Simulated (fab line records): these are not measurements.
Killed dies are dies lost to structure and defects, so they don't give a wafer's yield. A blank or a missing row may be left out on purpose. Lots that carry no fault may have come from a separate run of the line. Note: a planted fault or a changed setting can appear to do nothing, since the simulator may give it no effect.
Comparing a struck lot with a sound one :: flow n5-finfet :: 29 steps out of a route of 1938
Sound: wafers L744.3, L744.5, L744.6. Wafers struck: L731.2, L731.4, L731.6. Last of all comes the cause.
Order at every step that has rows: each side's tool, ch and its chambers, its first start. Under that, the readings that differ: sound wafers :: struck wafers :: difference of the means :: sigmas: that difference in standard deviations of wafers without a fault.
alike: readings with means less than 2 such deviations apart, plus words and numbers identical on both sides. not compared: withheld readings, readings lacking a value on some wafer, bounds such as >300 that could conceal the same value, and numbers that have no deviation in the record and whose values overlap.
The two part at a step that has a row with sigmas, a row that says differs or no value, or rows on one side only. Non-overlapping numbers with no deviation appear without sigmas and do not part them. A reading missing from all wafers of one side parts the sides only when that side holds two or more wafers.

first, 9 steps without rows for these wafers: N5_WELL_APT_EBR_21; N5_WELL_APT_SOFTBAKE_20 (time 60 s); N5_WELL_APT_EXPOSE_22 (exposes mask PWELL, defocus 0 nm, target cd 200 nm); N5_WELL_APT_PEB_23 (peb time 90 s); N5_WELL_APT_DEVELOP_24 (develop time 45 s); N5_WELL_APT_HARDBAKE_29 (time 120 s); N5_WELL_APT_DESCUM_30 (chemistry O2, time 7.9 s); N5_WELL_APT_IMPLANT_31; N5_WELL_APT_IMPLANT_32.
N5_WELL_APT_STRIP_33: strips in SPM, time 900 s.
  sound on wet-bench-05 ch 0,2,7, day 7 03:36; struck on wet-bench-05 ch 1,3,5, day 3 21:24
then, 6 steps without rows for these wafers: N5_WELL_APT_RTA_34 (time 10 s); N5_WELL_APT_OXIDE_STRIP_42 (strips SiO2 in dHF, time 45 s, target depth 12 nm); N5_WELL_APT_PRECLEAN_36 (cleans in O3/DIW, time 45 s); N5_WELL_APT_PRECLEAN_39 (cleans in dHF, time 60 s); N5_WELL_APT_SRD_37 (time 30 s); N5_WELL_APT_EPI_41 (deposits Si from SiH4/H2, target thk 50 nm, time 297.7 s).
N5_WELL_APT_INSPECT_38: inspects for defects (darkfield).
  sound: defect-inspect-02 at day 7 05:16; struck: defect-inspect-02 at day 3 23:22
reading: raw-defect-count
sound: 9 13 12
struck: 471 465 485
difference: +462
sigmas: +92
then, 8 steps without rows for these wafers: N5_PMOS_HMC_CHANNEL_EPI_HM_DEP_34 (deposits SiO2 from TEOS/O2, target thk 36 nm, time 6.9 s); N5_PMOS_HMC_CHANNEL_EPI_COAT_31 (time 60 s, resist thk 66 nm); N5_PMOS_HMC_CHANNEL_EPI_COAT_03 (resist thk 205 nm); N5_PMOS_HMC_CHANNEL_EPI_EBR_05; N5_PMOS_HMC_CHANNEL_EPI_SOFTBAKE_04 (time 60 s); N5_PMOS_HMC_CHANNEL_EPI_EXPOSE_06 (exposes mask PMOS HMC BLK, target cd 240 nm); N5_PMOS_HMC_CHANNEL_EPI_PEB_07 (peb time 60 s); N5_PMOS_HMC_CHANNEL_EPI_DEVELOP_08 (develop time 30 s).
N5_PMOS_HMC_CHANNEL_EPI_INSPECT_11: inspects for defects (macro).
  sound: defect-inspect-01 at day 7 05:46; struck: defect-inspect-01 at day 3 23:44
reading: raw-defect-count
sound: 0 1 0
struck: >300 >300 >300
difference: differs
sigmas: 
then, 1 step without rows for these wafers: N5_PMOS_HMC_CHANNEL_EPI_DESCUM_14 (chemistry O2, time 7.9 s).
-- a jump in the record: the struck wafers' starts before and after are 9 days apart (it breaks off in module PMOS_HMC_CHANNEL_EPI and resumes in module BEOL_M4, where the first step shown is number 1111 of the route) --
N5_BEOL_M4_RC_MEAS_101:
  sound on prober-02 ch 0, day 14 22:01; struck on prober-02 ch 0, day 12 13:22
reading: ION_P (uA/um)
sound: 437 437 441
struck: 452 449 458
difference: +15
sigmas: +2

reading: VT_P (mV)
sound: -261 -263 -262
struck: -252 -253 -251
difference: +10
sigmas: +3
  alike: DIBL_N, DIBL_P, IOFF_N, IOFF_P, ION_N, SS_N, SS_P, VT_N
-- here the record skips 4 days between the struck wafers' starts before and after, leaving off in module BEOL_M4 and picking up in module PASSIVATION (first step shown: number 1936 of the route) --
N5_PASSIVATION_PROBE_49:
  rows exist in the record for the struck wafers here (prober-02, day 16 18:31), but not for the sound ones

WHERE THEY PART
Last at N5_PASSIVATION_PROBE_49 as far as this record goes, first at N5_WELL_APT_INSPECT_38.

WHY: what the simulator had put in
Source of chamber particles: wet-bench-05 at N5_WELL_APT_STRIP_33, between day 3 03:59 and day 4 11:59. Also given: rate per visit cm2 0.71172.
